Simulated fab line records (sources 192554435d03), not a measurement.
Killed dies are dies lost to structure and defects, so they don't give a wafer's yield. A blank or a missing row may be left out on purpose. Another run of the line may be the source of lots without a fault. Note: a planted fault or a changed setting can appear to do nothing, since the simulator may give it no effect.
Struck lot and sound lot, side by side | flow n5_finfet | 14 steps out of a route of 1938
Sound: the wafers L385.1, L385.4, L385.6. The struck wafers were L376.2, L376.4, L376.6. The cause is named last.
For every step that has rows: the tool of each side, followed by ch and its chambers, followed by its first start. Under that, the readings that differ: sound wafers | struck wafers | difference of the means | sigmas: that difference in standard deviations of wafers without a fault.
alike: readings whose means differ by less than 2 such deviations, and words and numbers that are the same on both sides. not compared: withheld readings, readings that some wafer has no value for, bounds like >300 that may hide the same value, and numbers for which the record gives no deviation and whose values overlap.
The two part at a step that has a row with sigmas, a row that says differs or no value, or rows on one side only. Non-overlapping numbers with no deviation appear without sigmas and do not part them. A reading missing from all wafers of one side parts the sides only when that side holds two or more wafers.

first, 1 step without rows for these wafers: N5_BEOL_M6_STRIP_68 (strips in N2/H2).
N5_BEOL_M6_STRIP_67: strips in CF4.
  sound on rie_diel-04 ch 2,3, day 14 07:38; struck on rie_diel-05 ch 0,3, day 12 09:29
  alike: drypump_motor_current_A, oes_product_au, rf_vpp_V, showerhead_plenum_p_Torr, throttle_valve_pct
  not compared: rf_hours_counter_h
N5_BEOL_M6_HM_OPEN_17: chemistry Cl2/BCl3, target TiN, target depth 20 nm, overetch 6 nm.
  sound on rie_metal-02 ch 0,1, day 14 07:40; struck on rie_metal-01 ch 1, day 12 09:34
  reading                | sound             | struck            | difference | sigmas
  throttle_valve_pct (%) | 21.98 22.00 21.97 | 22.39 22.40 22.38 | +0.41      | +2
  alike: drypump_motor_current_A, oes_product_au
  not compared: rf_hours_counter_h
N5_BEOL_M6_STRIP_19: strips in O2.
  sound on rie_diel-05 ch 1,2, day 14 07:47; struck on rie_diel-05 ch 1,2,3, day 12 09:44
  alike: drypump_motor_current_A, o2_flow_sccm, oes_product_au, rf_vpp_V, showerhead_plenum_p_Torr, throttle_valve_pct
  not compared: rf_hours_counter_h
N5_BEOL_M6_CD_MEAS_18: pitch 80 nm, target cd 40 nm.
  struck on cd_sem-01, day 12 09:49; sound on cd_sem-01, day 14 07:51
  alike: cd_nm
then, 7 steps without rows for these wafers: N5_BEOL_M6_COAT_63 (time 60 s, resist thk 60 nm); N5_BEOL_M6_COAT_64 (time 60 s, resist thk 12 nm); N5_BEOL_M6_COAT_71 (time 60 s, resist thk 5 nm); N5_BEOL_M6_COAT_22 (resist thk 30 nm); N5_BEOL_M6_EBR_24; N5_BEOL_M6_SOFTBAKE_23 (time 60 s); N5_BEOL_M6_EXPOSE_25 (exposes mask V5, target cd 40 nm).
N5_BEOL_M6_PEB_26: peb time 60 s.
  struck on litho_track-02, day 12 10:58; sound on litho_track-03 ch 0, day 14 08:08
  no value came back on the struck wafers for chill_plate_temp_C (C), exhaust_pa (Pa), peb_time_s (s); on the sound wafers chill_plate_temp_C (C) reads 23.04 22.92 23.01
then, 1 step without rows for these wafers: N5_BEOL_M6_DEVELOP_27 (develop time 30 s).

== WHERE THEY PART ==
Last at N5_BEOL_M6_PEB_26 as far as this record goes, first at N5_BEOL_M6_HM_OPEN_17.

WHY: whatever the simulator had introduced
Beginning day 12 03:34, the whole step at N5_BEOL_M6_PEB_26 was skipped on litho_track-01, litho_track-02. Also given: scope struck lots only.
